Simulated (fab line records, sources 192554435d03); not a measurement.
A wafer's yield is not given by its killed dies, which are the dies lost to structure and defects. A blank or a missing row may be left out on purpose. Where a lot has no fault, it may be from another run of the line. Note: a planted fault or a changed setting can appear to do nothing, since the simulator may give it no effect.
A lot that was struck, set against a sound lot -- flow n5-finfet -- 16 steps out of a route of 1938
Sound: the wafers L222.1, L222.2, L222.5. Struck: wafers L235.4, L235.5. (L235.3 of the same lot was not struck and is left out.) The cause comes at the end.
For every step that has rows: the tool of each side, followed by ch and its chambers, followed by its first start. Under that, the readings that differ: sound wafers -- struck wafers -- difference of the means -- sigmas: that difference in standard deviations of wafers without a fault.
alike: same words and numbers on both sides, and readings whose means sit less than 2 such deviations apart. not compared: any withheld reading, any reading some wafer has no value for, any bound like >300 that may hide the same value, and any number with overlapping values for which the record gives no deviation.
Wherever a step has rows on one side only, a row that says differs or no value, or a row with sigmas, the two part there. Numbers that have no deviation but don't overlap get no sigmas and don't part them. Lack of a reading on every wafer of one side parts them only where that side has two or more wafers.

N5_BEOL_M8_HM_DEP_02: deposits TiN, target thk 20 nm.
  sound on pvd-sputter-02 at day 10 10:47; struck on pvd-sputter-02 at day 14 03:41
  alike: substrate-temp-c, throttle-valve-pct
then, 8 steps without rows for these wafers: N5_BEOL_M8_COAT_59 (time 60 s, resist thk 100 nm); N5_BEOL_M8_COAT_60 (time 60 s, resist thk 35 nm); N5_BEOL_M8_COAT_05 (resist thk 90 nm); N5_BEOL_M8_EBR_07; N5_BEOL_M8_SOFTBAKE_06 (time 60 s); N5_BEOL_M8_EXPOSE_08 (exposes mask M8); N5_BEOL_M8_PEB_09 (peb time 60 s); N5_BEOL_M8_DEVELOP_10 (develop time 30 s).
N5_BEOL_M8_CD_MEAS_11 targets a cd of 38.5 nm.
  sound on cd-sem-02 ch 0, day 10 11:10; struck on cd-sem-01 ch 0, day 14 04:04
  alike: cd-nm
N5_BEOL_M8_OVL_MEAS_12:
  sound on overlay-01 ch 0, day 10 11:12; struck on overlay-01 ch 0, day 14 04:05
  alike: M8_OVL
N5_BEOL_M8_INSPECT_13: inspects for defects (brightfield).
  sound on defect-inspect-01 at day 10 11:13; struck on defect-inspect-02 at day 14 04:07
  alike: raw-defect-count
N5_BEOL_M8_DESCUM_16: chemistry O2, time 7.9 s.
  sound on rie-diel-01 ch 1,2, day 10 11:15; struck on rie-diel-02 ch 0,2, day 14 04:15
reading,sound,struck,difference,sigmas
throttle-valve-pct (%),20.97 20.08 20.98,20.31 20.22,-0.41,-3
model.CAR-ArF_of_BEOL_M8_COAT_05.thk-nm (nm),83.4 83.2 83.2,85.2 85.6,+2.1,
  alike: drypump-motor-current-A, oes-product-au, rf-vpp-V, showerhead-plenum-p-Torr
  not compared: rf-hours-counter-h
N5_BEOL_M8_ETCH_61: etches SiARC in CF4, target depth 45.5 nm, time 75.8 s.
  sound on rie-diel-01 ch 1,2, day 10 11:17; struck on rie-diel-02 ch 0,2, day 14 04:17
reading,sound,struck,difference,sigmas
throttle-valve-pct (%),16.12 15.19 16.12,15.48 15.42,-0.36,-2
model.CAR-ArF_of_BEOL_M8_COAT_05.thk-nm (nm),50.8 50.6 50.8,52.6 53,+2.1,
  alike: drypump-motor-current-A, etch-rf-on-time-s, oes-product-au, rf-vpp-V, showerhead-plenum-p-Torr
  not compared: rf-hours-counter-h
N5_BEOL_M8_ETCH_62: etches SOC in N2/H2, target depth 110 nm, overetch 22 nm, time 165 s.
  sound on rie-diel-01 ch 1,2, day 10 11:21; struck on rie-diel-02 ch 0,2, day 14 04:20
reading,sound,struck,difference,sigmas
throttle-valve-pct (%),18.25 17.44 18.25,17.69 17.69,-0.29,-2
  alike: drypump-motor-current-A, oes-product-au, rf-vpp-V, showerhead-plenum-p-Torr
  not compared: rf-hours-counter-h
N5_PASSIVATION_PROBE_49:
  rows exist in the record for the sound wafers here (prober-01, day 13 07:20), none for the struck ones

## WHERE THEY PART
First at N5_BEOL_M8_DESCUM_16; last, within this record, at N5_PASSIVATION_PROBE_49.

WHY: whatever the simulator had introduced
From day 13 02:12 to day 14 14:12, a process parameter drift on rie-diel-02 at N5_BEOL_M8_DESCUM_16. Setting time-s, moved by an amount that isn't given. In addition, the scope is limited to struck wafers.
